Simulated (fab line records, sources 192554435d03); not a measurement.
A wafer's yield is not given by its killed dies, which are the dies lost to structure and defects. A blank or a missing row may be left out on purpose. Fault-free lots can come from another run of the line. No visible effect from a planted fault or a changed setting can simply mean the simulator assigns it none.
Lot-split experiment | flow n5Finfet | on a route of 1938 steps: 7 lots, 21 wafers read

== ON THE SPLIT ==
At N5_BEOL_M12_SPUTTER_44 (material Ta, target thk 10 nm, time 16.13 s), the setting timeS was moved away from the recipe's 16.13 s on 10 of the 21 wafers read, by -8.6% to +12.0%. For the rest of the wafers, this setting stayed at what the recipe calls for.

The split's own step is where the reading is taken.

== THE READING ==
Ta_of_BEOL_M12_SPUTTER_44.thkNm (the simulator's own value, which no gauge read), in nm, at N5_BEOL_M12_SPUTTER_44 (material Ta, target thk 10 nm, time 16.13 s). The file gives no usual value for it. The 11 wafers here that ran the recipe average 9.9 nm, standard deviation 0.18 nm.

wafer  | tool, chamber at the split | timeS as run, s | against the recipe | Ta_of_BEOL_M12_SPUTTER_44.thkNm, nm | against lot-mates on the recipe
L075.1 | pvdSputter-01, -           | 17.34           | +7.5%              | 10.4                                | +0.7
L075.3 | pvdSputter-01, -           | 16.13           | recipe             | 9.8                                 | -
L075.4 | pvdSputter-01, -           | 16.13           | recipe             | 9.6                                 | -
L076.1 | pvdSputter-01, -           | 16.13           | recipe             | 10                                  | -
L076.2 | pvdSputter-01, -           | 17.12           | +6.1%              | 10.4                                | +0.4
L076.6 | pvdSputter-01, -           | 17.12           | +6.1%              | 10.6                                | +0.6
L083.1 | pvdSputter-03, -           | 16.13           | recipe             | 10                                  | -
L083.3 | pvdSputter-03, -           | 16.13           | recipe             | 10.2                                | -
L083.4 | pvdSputter-03, -           | 16.13           | recipe             | 9.8                                 | -
L081.1 | pvdSputter-02, -           | 14.75           | -8.6%              | 9                                   | no lot-mate on the recipe
L081.3 | pvdSputter-02, -           | 14.75           | -8.6%              | 9                                   | no lot-mate on the recipe
L081.6 | pvdSputter-02, -           | 14.75           | -8.6%              | 9                                   | no lot-mate on the recipe
L086.1 | pvdSputter-03, -           | 16.13           | recipe             | 10                                  | -
L086.3 | pvdSputter-03, -           | 14.97           | -7.2%              | 9.4                                 | -0.6
L086.5 | pvdSputter-03, -           | 14.97           | -7.2%              | 9.2                                 | -0.8
L095.2 | pvdSputter-02, -           | 16.13           | recipe             | 9.8                                 | -
L095.5 | pvdSputter-02, -           | 16.13           | recipe             | 9.8                                 | -
L095.6 | pvdSputter-02, -           | 16.13           | recipe             | 9.8                                 | -
L096.2 | pvdSputter-01, -           | 18.06           | +12.0%             | 11.4                                | +1.2
L096.6 | pvdSputter-01, -           | 18.06           | +12.0%             | 11.4                                | +1.2
L096.3 | pvdSputter-01, -           | 16.13           | recipe             | 10.2                                | -

THE FIT
A straight line over all 21 wafers: Ta_of_BEOL_M12_SPUTTER_44.thkNm changes by +0.106 nm for each +1% of timeS; r = +0.96; the points scatter about the line by 0.18 nm.
The same after taking each lot's own level away (the mean of its wafers on the recipe; 18 wafers): +0.0967 nm for each +1%; r = +0.98; scatter 0.1 nm.
According to that fit, moving timeS by its largest amount changes the reading by 1.2 nm.
Measured against the standard deviation above, the lots' own levels, which go from 9.70 to 10.20 nm, span 2.8 times it.
Hence the lot-to-lot level has little effect on the slope; both slopes agree.
Check: +1.13 nm against its lot-mates is what the line predicts for one of the wafers moved furthest among these (+12.0%) when that wafer is left out of the fit. It came out at +1.2 nm against them.

== THE OTHER SPLITS THESE WAFERS WENT THROUGH ==
Before the reading, these wafers also passed through other splits. Each is held against what the fit with the lots' levels taken away leaves over:
other split on the same wafers   | wafers away from the commonest value | r with Ta_of_BEOL_M12_SPUTTER_44.thkNm (lot level and that fit taken away)
N5_BEOL_M11_COAT_22 spinRpm      | 6                                    | +0.27
N5_BEOL_M11_EXPOSE_25 doseMj     | 7                                    | +0.34
N5_BEOL_M12_TRENCH_ETCH_34 timeS | 5                                    | -0.28

== THE FILE'S OWN FIT ==
Ta_of_BEOL_M12_SPUTTER_44.thkNm changes by +0.0959 nm for each +1% of timeS, r = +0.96.
